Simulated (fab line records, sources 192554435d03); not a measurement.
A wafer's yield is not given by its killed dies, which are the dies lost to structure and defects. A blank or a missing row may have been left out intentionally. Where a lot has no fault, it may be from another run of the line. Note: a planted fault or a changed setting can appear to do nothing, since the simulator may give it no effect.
fab line records	flow n5_finfet
record lots=5	wafers=15	last_day=17
route steps=1938 shown BEOL_M0_SAQP@635 BEOL_M4@1111 PASSIVATION@1936
lots that met no fault: from a run of the same line without faults
start_h: hours from the record's opening day to when the first of the lot's shown wafers began	wait_h: time in hours since the lot's previous step	" as in the row above	L1.1+2: several wafers, shown together as one row	- no value present, or no start provided	* or withheld: withheld	< > ~ a bound
route shown NAME@n: names a module that has steps shown in the file, with the first one's number in the route	usual: mean/standard deviation of fault-free wafers	same: alike in all rows	chamber/n: place in a boat	sites: each site's reading	_std_site: the values' standard deviation	_edge_site: inner sites' mean taken away from outer sites' mean	radius_mm: how far each site lies from the wafer's centre	mask NAME#n: copy n	behind: the tool/chamber that last shaped the wafer	hold: cause of the lot's hold/its duration in hours/its outcome	device: which transistor (n, p or np) failed to switch	end of line: the route-end tests of the same wafers	where a step has no rows: the recipe by itself	killed: at the first sort, the dies lost to defects and structure; wafer yield is something else	map: a wafer's dies, x killed, . not, _ none there
set.NAME: the run value of the setting; set.NAME@STEP: its run value at that earlier step	model.NAME: the simulator's own value behind a step, which no gauge read
lots at some steps of the route; a table a step, a row a wafer
## steps
# step N5_BEOL_M0_SAQP_PECVD_03
# recipe material=SiCN	target_thk_a=120	temp_c=withheld	precursor=3MS/NH3	pressure_torr=3	rf_w=202	time_s=21.1
# step N5_BEOL_M0_SAQP_PECVD_96
# recipe material=a-Si	target_thk_a=450	temp_c=350	precursor=SiH4/He	pressure_torr=3	rf_w=100	time_s=45.2
# step N5_BEOL_M0_SAQP_PECVD_97
# recipe material=SiNx	target_thk_a=230	temp_c=350	precursor=SiH4/NH3/N2	pressure_torr=1.5	rf_w=300	time_s=19.9
# step N5_BEOL_M0_SAQP_PECVD_04
# recipe material=a-Si	target_thk_a=600	temp_c=350	precursor=SiH4/He	pressure_torr=3	rf_w=100	time_s=60.2
# step N5_BEOL_M0_SAQP_HM_DEP_111
# recipe material=SiO2	target_thk_a=120	temp_c=400	precursor=SiH4/N2O	pressure_torr=0.75	rf_w=275	time_s=7.2
# step N5_BEOL_M0_SAQP_COAT_81
# recipe resist=SOC	temp_c=250	time_s=60	spin_rpm=1500	resist_thk_nm=100
# step N5_BEOL_M0_SAQP_COAT_82
# recipe resist=SiARC	temp_c=220	time_s=60	spin_rpm=1500	resist_thk_nm=30
# step N5_BEOL_M0_SAQP_COAT_08
# recipe resist=CAR-ArF	spin_rpm=1500	resist_thk_nm=90
# step N5_BEOL_M0_SAQP_EBR_10
# recipe solvent=PGMEA	ebr_width_mm=1.5
# step N5_BEOL_M0_SAQP_SOFTBAKE_09
# recipe temp_c=110	time_s=60	resist=CAR-ArF
# step N5_BEOL_M0_SAQP_EXPOSE_11
# recipe mask_id=M0_CORE	na=1.35	source_shape=dipole	sigma_inner=0.538	sigma_outer=0.738	polarization=te	target_cd_nm=42	dose_mj=55
# step N5_BEOL_M0_SAQP_PEB_12
# recipe peb_temp_c=withheld	peb_time_s=60	resist=CAR-ArF
lot.wafer	tool	chamber	start_h	wait_h
L718.1+2+5	litho_track-01	0	159.97	0.1
L722.1+4+6	litho_track-01	0	192.79	0.1
L723.3+5+6	litho_track-01	0	193.79	0.0
L724.1+2+4	litho_track-01	0	198.91	0.1
L730.1+2+5	litho_track-02	0	231.84	0.1
# step N5_BEOL_M0_SAQP_DEVELOP_13
# recipe develop_time_s=30	developer=TMAH	resist=CAR-ArF	dev_temp_c=23	rinse_liquid=diw	dry=air_spin
# step N5_BEOL_M0_SAQP_CD_MEAS_14
# recipe target_cd_nm=42.5	landing_energy_ev=500	detector=se_inlens
# usual cd_nm=42.5/0.39
lot.wafer	tool	chamber	start_h	wait_h	cd_nm
L718.1	cd_sem-02	0	160.04	-	42.7
L718.2	"	0	"	"	43.2
L718.5	"	0	"	"	42.4
L722.1	cd_sem-02	0	192.86	-	49.0
L722.4	"	0	"	"	49.2
L722.6	"	0	"	"	49.1
L723.3	cd_sem-02	0	193.86	-	49.0
L723.5	"	0	"	"	49.3
L723.6	"	0	"	"	49.0
L724.1	cd_sem-03	0	198.98	-	47.8
L724.2	"	0	"	"	47.2
L724.4	"	0	"	"	48.0
L730.1	cd_sem-02	0	231.91	-	42.2
L730.2	"	0	"	"	41.7
L730.5	"	0	"	"	42.1
# step N5_BEOL_M0_SAQP_DESCUM_19
# recipe chemistry=O2	time_s=7.9	source_power_w=50	bias_power_w=20	pressure_mtorr=20	rf_frequency_hz=2.712e+07	temp_c=40	resist=CAR-ArF	o2_flow_sccm=225
# step N5_BEOL_M0_SAQP_ETCH_83
# recipe chemistry=CF4	target=SiARC	target_depth_a=390	mask_material=CAR-ArF	time_s=65	ion_energy_ev=80	pressure_mtorr=40	source_w=545	bias_w=36	Ar_flow_sccm=100	cf4_flow_sccm=100	ends=cleared
# step N5_BEOL_M0_SAQP_ETCH_84
# recipe chemistry=N2/H2	target=SOC	target_depth_a=1000	overetch_a=200	mask_material=SiARC	temp_c=40	time_s=150	ion_energy_ev=200	pressure_mtorr=30	source_w=840	bias_w=150	n2_flow_sccm=200	h2_flow_sccm=200
# step N5_BEOL_M0_SAQP_STRIP_80
# recipe chemistry=N2/H2	temp_c=40	n2_flow_sccm=200	h2_flow_sccm=200	rf_frequency_hz=6e+07
# step N5_BEOL_M0_SAQP_HM_OPEN_112
# recipe chemistry=CHF3/O2	target=SiO2	stop_on=a-Si	target_depth_a=120	over_etch_frac=1.25	mask_material=SOC	time_s=13.5	pressure_mtorr=30	source_w=650	bias_w=170	Ar_flow_sccm=200	CHF3_flow_sccm=50	O2_flow_sccm=5	ion_energy_ev=200	ends=end_point
# step N5_BEOL_M0_SAQP_STRIP_113
# recipe chemistry=CHF3/O2	resist=SiARC	rf_frequency_hz=6e+07
# step N5_BEOL_M0_SAQP_MANDREL_ETCH_20
# recipe target_depth_a=600	chemistry=HBr/Cl2	target=a-Si	stop_on=SiNx	bt_time_s=10	mask_material=SOC	over_etch_frac=0.5	time_s=30	pressure_mtorr=10	icp_w=800	bias_w=75	HBr_flow_sccm=150	Cl2_flow_sccm=80	ends=end_point
# step N5_BEOL_M0_SAQP_STRIP_86
# recipe chemistry=N2/H2	power_w=500	temp_c=40	pressure_mtorr=50	rf_frequency_hz=6e+07	overash_fraction=0.3	bias_power_w=28	h2_frac=0.5	n2_flow_sccm=300	h2_flow_sccm=300
# step N5_BEOL_M0_SAQP_STRIP_115
# recipe chemistry=post_etch_residue_remover	time_s=60	temp_c=25	remover_ph=withheld	remover_water_wt_pct=withheld	remover_fluoride_wt_pct=withheld
# step N5_BEOL_M0_SAQP_SRD_93
# recipe dry=ipa_marangoni	time_s=30	temp_c=23	rinse_liquid=diw
# step N5_BEOL_M0_SAQP_RECESS_114
# recipe chemistry=HF/NH3	target=SiO2	target_depth_a=144	afs_cycles=3	temp_c=30	sublimation_temp_c=180	sublimation_time_s=60
# step N5_BEOL_M0_SAQP_SPACER1_ALD_98
# recipe material=SiO2	target_thk_a=128	temp_c=300	ald_precursor_family=BDEAS	ald_co_reactant=O2-plasma	pulse_time_s=1	purge_time_s=2	co_reactant_purge_time_s=2	ald_cycles=138	pressure_torr=2
# step N5_BEOL_M0_SAQP_SPACER1_ETCHBACK_99
# recipe chemistry=CHF3/O2	mode=anisotropic_etchback	target=SiO2	target_depth_a=154	time_s=7.7	pressure_mtorr=30	source_w=650	bias_w=170	Ar_flow_sccm=200	CHF3_flow_sccm=50	O2_flow_sccm=5	ion_energy_ev=200
# step N5_BEOL_M0_SAQP_MANDREL1_REMOVE_100
# recipe chemistry=HBr/Cl2/O2	bt_time_s=10	target=a-Si	stop_on=SiNx	endpoint=OES-SiCl	over_etch_frac=0.85	icp_w=600	bias_w=30	HBr_flow_sccm=150	Cl2_flow_sccm=80	O2_flow_sccm=5	pressure_mtorr=10
# step N5_BEOL_M0_SAQP_ETCH_101
# recipe chemistry=CH3F/O2	target=SiNx	mask_material=SiO2	target_depth_a=299	time_s=42.7	pressure_mtorr=30	source_w=395	bias_w=73	Ar_flow_sccm=150	CH3F_flow_sccm=30	O2_flow_sccm=20	ion_energy_ev=120
# step N5_BEOL_M0_SAQP_ETCH_102
# recipe chemistry=CF4	target=SiO2	target_depth_a=40	ion_energy_ev=350	time_s=4.4	pressure_mtorr=10	icp_w=800	bias_w=400	cf4_flow_sccm=80
# step N5_BEOL_M0_SAQP_MANDREL_ETCH_103
# recipe chemistry=HBr/Cl2	target=a-Si	target_depth_a=450	bt_time_s=10	stop_on=SiCN	mask_material=SiO2	over_etch_frac=0.8	time_s=27	pressure_mtorr=10	icp_w=800	bias_w=75	HBr_flow_sccm=150	Cl2_flow_sccm=80	ends=end_point
# step N5_BEOL_M0_SAQP_RECESS_104
# recipe chemistry=HF/NH3	target=SiO2	target_depth_a=180	afs_cycles=3	temp_c=30	sublimation_temp_c=180	sublimation_time_s=60
# step N5_BEOL_M0_SAQP_COAT_105
# recipe resist=SOC	temp_c=250	time_s=60	spin_rpm=1500	resist_thk_nm=100
# step N5_BEOL_M0_SAQP_ETCH_106
# recipe chemistry=N2/H2	target=SOC	target_depth_a=1500	stop_on=SiNx	ion_energy_ev=100	bias_w=61	pressure_mtorr=30	source_w=850	n2_flow_sccm=200	h2_flow_sccm=200
# step N5_BEOL_M0_SAQP_ETCH_107
# recipe chemistry=CH3F/O2	target=SiNx	target_depth_a=300	mask_material=SOC	pressure_mtorr=30	source_w=395	bias_w=73	Ar_flow_sccm=150	CH3F_flow_sccm=30	O2_flow_sccm=20	ion_energy_ev=120
# step N5_BEOL_M0_SAQP_STRIP_108
# recipe chemistry=N2/H2	power_w=500	temp_c=40	pressure_mtorr=50	rf_frequency_hz=6e+07	overash_fraction=0.3	bias_power_w=28	h2_frac=0.5	n2_flow_sccm=300	h2_flow_sccm=300
# step N5_BEOL_M0_SAQP_RECESS_109
# recipe chemistry=HF/NH3	target=SiO2	target_depth_a=30	afs_cycles=1	temp_c=30	sublimation_temp_c=180	sublimation_time_s=60
# step N5_BEOL_M0_SAQP_SPACER2_ALD_26
# recipe material=SiO2	target_thk_a=150	temp_c=300	ald_precursor_family=BDEAS	ald_co_reactant=O2-plasma	pulse_time_s=1	purge_time_s=2	co_reactant_purge_time_s=2	pressure_torr=2
# step N5_BEOL_M4_RC_MEAS_101
# usual DIBL_N=37.2/1.9	DIBL_P=37.3/2.2	IOFF_N=0.18/0.038	IOFF_P=0.22/0.039	ION_N=678/11	ION_P=462/6.9	SS_N=71.8/0.68	SS_P=73.5/0.65	VT_N=249/3.4	VT_P=-250/3.2
lot.wafer	tool	chamber	start_h	wait_h	DIBL_N[mV/V]	DIBL_P[mV/V]	IOFF_N[nA/um]	IOFF_P[nA/um]	ION_N[uA/um]	ION_P[uA/um]	SS_N[mV/dec]	SS_P[mV/dec]	VT_N[mV]	VT_P[mV]
L718.1	prober-01	0	223.96	0.0	37.1	35.9	0.13	0.20	659	459	71.5	73.1	255	-252
L718.2	"	0	"	"	36.6	36.2	0.14	0.21	671	468	71.2	72.7	253	-248
L718.5	"	0	"	"	38.7	38.8	0.18	0.25	682	464	71.9	73.2	246	-250
L724.1	prober-01	0	259.16	0.0	38.2	38.3	0.18	0.24	693	474	71.9	74.2	248	-249
L724.2	"	0	"	"	34.9	34.0	0.13	0.18	656	452	71.1	72.9	253	-253
L724.4	"	0	"	"	38.1	37.4	0.17	0.23	677	463	71.7	74.4	250	-250
L723.3	prober-01	0	264.65	0.3	37.4	34.4	0.16	0.19	667	457	71.7	72.7	249	-250
L723.5	"	0	"	"	36.1	32.9	0.13	0.17	664	457	71.0	72.4	253	-252
L723.6	"	0	"	"	40.0	37.7	0.21	0.24	673	463	72.0	74.2	247	-245
L722.1	prober-02	0	276.65	0.0	38.9	39.0	0.21	0.25	678	463	72.1	74.8	245	-247
L722.4	"	0	"	"	36.3	36.7	0.15	0.20	660	457	71.4	73.8	252	-253
L722.6	"	0	"	"	35.1	34.9	0.13	0.17	660	457	71.6	73.2	255	-253
L730.1	prober-02	0	300.34	0.0	37.6	39.4	0.22	0.26	691	464	72.3	73.6	246	-247
L730.2	"	0	"	"	39.5	41.4	0.26	0.29	708	476	73.3	73.5	245	-245
L730.5	"	0	"	"	38.3	39.7	0.21	0.24	685	461	73.1	73.8	247	-247
# step N5_PASSIVATION_PROBE_49
# usual defect_limited_yield=91.2/1.6	killed_at_M0_to_M3=31/10	killed_at_M4_up=14/4.4	killed_at_contacts=13/6	killed_at_front_end=43/13	killed_at_other=3.5/2.6	killed_dies=104/18	killed_on_rim=14/4.6	killed_open=68/14	killed_short=34/8.1	sort_bin_4_leakage=0.01/0.073	sort_bin_5_function=5.1/1.1	sort_bin_6_memory=3.3/0.68	sort_n_pass=1076/18	sort_yield_pct=91.2/1.6
# same gross_dies=1180	killed_at_back_side=0	sort_bin_8_speed[%]=0
lot.wafer	tool	chamber	start_h	wait_h	defect_limited_yield[%]	killed_at_M0_to_M3	killed_at_M4_up	killed_at_contacts	killed_at_front_end	killed_at_other	killed_dies	killed_on_rim	killed_open	killed_short	sort_bin_4_leakage[%]	sort_bin_5_function[%]	sort_bin_6_memory[%]	sort_n_pass	sort_yield_pct[%]
L718.1	prober-01	-	331.49	0.0	91.4	31	16	9	43	3	102	11	62	35	0	4.2	3.5	1078	91.4
L718.2	prober-01	-	331.54	0.1	90.5	31	15	14	49	3	112	12	68	44	0	5.3	3.6	1068	90.5
L718.5	prober-01	-	331.69	0.2	93.1	31	4	8	36	3	82	8	51	27	0	4.0	2.5	1098	93.1
L724.1	prober-02	-	354.37	0.0	87.7	73	12	13	42	5	145	33	78	23	0	5.3	3.1	1035	87.7
L724.2	prober-02	-	354.42	0.1	87.5	66	19	29	31	3	148	30	86	33	0	6.7	3.3	1032	87.5
L724.4	prober-02	-	354.52	0.2	82.2	131	15	24	38	2	210	65	68	33	0	5.9	2.5	970	82.2
L723.3	prober-01	-	368.18	0.1	74.4	214	18	17	49	4	302	86	72	35	0	5.8	3.0	878	74.4
L723.5	prober-01	-	368.28	0.2	73.1	236	18	15	48	0	317	89	79	27	0	4.6	4.4	863	73.1
L723.6	prober-01	-	368.33	0.3	76.2	203	27	11	38	2	281	79	66	39	0	5.2	3.6	899	76.2
L722.1	prober-01	-	379.92	0.0	74.1	242	13	14	37	0	306	85	68	23	0	4.7	3.1	874	74.1
L722.4	prober-01	-	380.07	0.2	76.7	234	16	8	16	1	275	88	37	20	0	3.1	1.6	905	76.7
L722.6	prober-01	-	380.17	0.3	77.7	207	19	1	32	4	263	83	47	22	0	3.6	2.4	917	77.7
# killed by level:class
L718.1 MOL_CONTACT_COAG:geometric_particle:open=8 BEOL_M1:geometric_particle:open=8 BEOL_M4:geometric_particle:open=8 FIN_SAQP:geometric_particle:short=7 GATE_CUT:geometric_particle:open=7 BEOL_M2:geometric_particle:short=7 STI_FIN_REVEAL:geometric_particle:open=6 BEOL_M2:geometric_particle:open=6
L718.2 FIN_SAQP:geometric_particle:open=11 FIN_SAQP:geometric_particle:short=10 STI_FIN_REVEAL:geometric_particle:open=9 MOL_CONTACT_COAG:geometric_particle:open=9 BEOL_M0_SAQP:geometric_particle:open=8 GATE_CUT:geometric_particle:short=6 BEOL_M2:geometric_particle:short=6 BEOL_M4:geometric_particle:open=6
L718.5 MOL_CONTACT_COAG:geometric_particle:open=8 BEOL_M0_SAQP:geometric_particle:short=8 FIN_SAQP:geometric_particle:open=6 DUMMY_GATE:geometric_particle:open=6 BEOL_M3:geometric_particle:open=6 FIN_SAQP:geometric_particle:short=5 BEOL_M0_SAQP:geometric_particle:open=5 BEOL_M2:geometric_particle:short=4
L724.1 BEOL_M0_SAQP:area_peb=43 MOL_CONTACT_COAG:geometric_particle:open=12 DUMMY_GATE:geometric_particle:open=11 BEOL_M2:geometric_particle:open=11 GATE_CUT:geometric_particle:open=8 BEOL_M0_SAQP:geometric_particle:open=6 BEOL_M0_SAQP:geometric_particle:short=6 BEOL_M4:geometric_particle:open=6
L724.2 BEOL_M0_SAQP:area_peb=25 MOL_CONTACT_COAG:geometric_particle:open=24 BEOL_M2:geometric_particle:open=16 BEOL_M0_SAQP:geometric_particle:open=10 DUMMY_GATE:geometric_particle:open=6 BEOL_M0_SAQP:geometric_particle:short=6 BEOL_M4:geometric_particle:open=6 STARTING-WAFER:geometric_particle:short=6
L724.4 BEOL_M0_SAQP:area_peb=109 MOL_CONTACT_COAG:geometric_particle:open=20 STI_FIN_REVEAL:geometric_particle:open=9 DUMMY_GATE:geometric_particle:open=7 FIN_SAQP:geometric_particle:short=6 BEOL_M0_SAQP:geometric_particle:open=6 BEOL_M4:geometric_particle:open=6 MOL_CONTACT_COAG:geometric_particle:short=4
L723.3 BEOL_M0_SAQP:area_peb=195 MOL_CONTACT_COAG:geometric_particle:open=14 STI_FIN_REVEAL:geometric_particle:open=10 DUMMY_GATE:geometric_particle:open=8 BEOL_M4:geometric_particle:open=6 BEOL_M2:geometric_particle:open=5 BEOL_M6:geometric_particle:open=5 FIN_SAQP:geometric_particle:open=4
L723.5 BEOL_M0_SAQP:area_peb=210 MOL_CONTACT_COAG:geometric_particle:open=14 STI_FIN_REVEAL:geometric_particle:open=11 DUMMY_GATE:geometric_particle:open=11 BEOL_M0_SAQP:geometric_particle:open=11 BEOL_M4:geometric_particle:open=8 STI_FIN_REVEAL:geometric_particle:short=5 DUMMY_GATE:geometric_particle:short=4
L723.6 BEOL_M0_SAQP:area_peb=176 FIN_SAQP:geometric_particle:short=12 MOL_CONTACT_COAG:geometric_particle:open=10 BEOL_M0_SAQP:geometric_particle:open=10 BEOL_M4:geometric_particle:open=10 BEOL_M4:geometric_particle:short=6 FIN_SAQP:geometric_particle:open=5 BEOL_M0_SAQP:geometric_particle:short=5
L722.1 BEOL_M0_SAQP:area_peb=213 BEOL_M3:geometric_particle:open=14 MOL_CONTACT_COAG:geometric_particle:open=13 GATE_CUT:geometric_particle:short=8 FIN_SAQP:geometric_particle:open=5 FIN_SAQP:geometric_particle:short=5 DUMMY_GATE:geometric_particle:open=5 BEOL_M1:geometric_particle:open=5
L722.4 BEOL_M0_SAQP:area_peb=218 BEOL_M4:geometric_particle:open=7 MOL_CONTACT_COAG:geometric_particle:open=5 FIN_SAQP:geometric_particle:short=4 DUMMY_GATE:geometric_particle:open=4 GATE_CUT:geometric_particle:short=4 BEOL_M0_SAQP:geometric_particle:open=4 BEOL_M3:geometric_particle:open=4
L722.6 BEOL_M0_SAQP:area_peb=192 FIN_SAQP:geometric_particle:open=7 STI_FIN_REVEAL:geometric_particle:open=6 BEOL_M2:geometric_particle:open=6 BEOL_M4:geometric_particle:open=6 FIN_SAQP:geometric_particle:short=4 BEOL_M0_SAQP:geometric_particle:short=4 BEOL_M9:geometric_particle:open=4
# map L722.1 (x killed, . not)
_________________...xx.x...x.________________
______________..x...........xx.x_____________
___________.....x....x.....xx..xxx.__________
__________........x....x....xxx...x._________
________...........................xxx_______
_______x..................xx..x.....xxx______
______xx...................x...x.xx..x.x_____
_____x...xx.........x.....x........x.x.x.____
____...x.................................x___
___.......x..............x..x..x.....xxxx..__
___........................x.....x.x.x.xxxx__
__.x......x.........x...........x..x.xxxx..._
__xx.........x.x............x.........xx..x._
_.......x..................x..x...........xxx
_.....x..........................x....x.x..x.
_x.x.....................x..............xxx.x
_..x.............x.....x........x.x...xxxxxxx
_....x...x........x.......x.x......x....x.xxx
_.......x......x..................x..xxxxxx.x
_....x.x...x......x......x..x.............x.x
_..............x...............x..x...x.x.x.x
__....x.......x....x...x...x...x.x...x.x..x._
__....x.x.....x..........x.......x.x...xxxxx_
___.x.............x.............x.x.xx...xx__
___.x....x.x..xx......x........x..x...xxxxx__
____.x.......x..x..........xx....xx.xx.xxx___
_____..x.xx......x..x.....x......x...xxxx____
______xxx.x.x.....x......xx...x..x..x.x._____
_______x......x...x...........x.xx.x.xx______
________xxxxx.........xx.x..x...xx..x._______
__________xxx.x.xx...xxx.xxxxxxx.xxx_________
___________x.xxx.....xxx.xxxxxxxxxx__________
______________xxx.x.xxxxxx.xxxxx_____________
_________________xxxxxxxxx.x.________________
# map L723.5 (x killed, . not)
_________________xxx..x.x.x..________________
______________.x...x...xx...xxxx_____________
___________...........x.x..xx..x.x.__________
__________.....x..........x......x.x_________
________..x.......x......x....x...x.xx_______
_______x.x.....x..x.x.....x...x.xx..x..______
______.................................x_____
_____.x....x............................x____
____.xx.x....x...x...........x..x..x...xxx___
___..............x.x..x.x...............xxx__
___x.............x.........xx.........x....__
__x................x..........x.......xxx.x._
__......................x.x...........x...xx_
_....x....x.................xxx........x.xxxx
_x.x...................x.......x..x.x..xxxxxx
_..x.x.x...............................x.xxxx
_.x..xxx.x.........x...x.x............x..xx.x
_..x......................x...x.....xx.x..x.x
_.x......x.x............xx.x....x...x.x.xxxxx
_.xx.......................x........xxxxx.xx.
_.x....x.x....x.......x.......x.x..x......xxx
__x......x.x..............x..x..x..x....x.xx_
__.xx...............x....x..............xxxx_
___x.x..x........................xx.x...x.x__
___xx..x.x..x.........x.....x.x.x.x.x...xxx__
____.xx......x..xx.xx...............x.xxxx___
_____..x.x.x.............x..x.x..xx.xxxxx____
______x.x....x.x.x..........x...x.xxxxx._____
_______.........x...xx...x.x..xx.xx.xxx______
________..x....x..x..x.xx..xx.xxxxx.xx_______
__________xx..........x.x..xxx.xxxxx_________
___________x.xx..xxxxxxx..x..xxxxxx__________
______________xxxxx..x.xx.x.xxxx_____________
_________________x.x..x...xxx________________
## key
first_sign step=N5_BEOL_M0_SAQP_CD_MEAS_14	reading=cd_nm	direction=up	sigmas=16	usual=42.5	struck=48.6	through=control_loop
effect step=N5_PASSIVATION_PROBE_49	reading=killed_at_M0_to_M3	direction=up	sigmas=14	usual=31	struck=178
more_kills_born_at N5_BEOL_M0_SAQP_PEB_12@litho_track-01=1381
met_at N5_BEOL_M0_SAQP_PEB_12
struck_wafers L722.1,L722.4,L722.6,L723.3,L723.5,L723.6,L724.1,L724.2,L724.4
loop_trim step=N5_BEOL_M0_SAQP_EXPOSE_11	setting=dose	lots=L724
onset_between 159.97 192.79
fault kind=process_parameter_drift	tool=litho_track-01	chamber=-	onset_h=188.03	steps=N5_BEOL_M0_SAQP_PEB_12	channel=peb_temp_c	offset=withheld	shape=step	end_h=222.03	acts_in=*
# loop_trim: a control loop set the setting to another value than it would have without faults
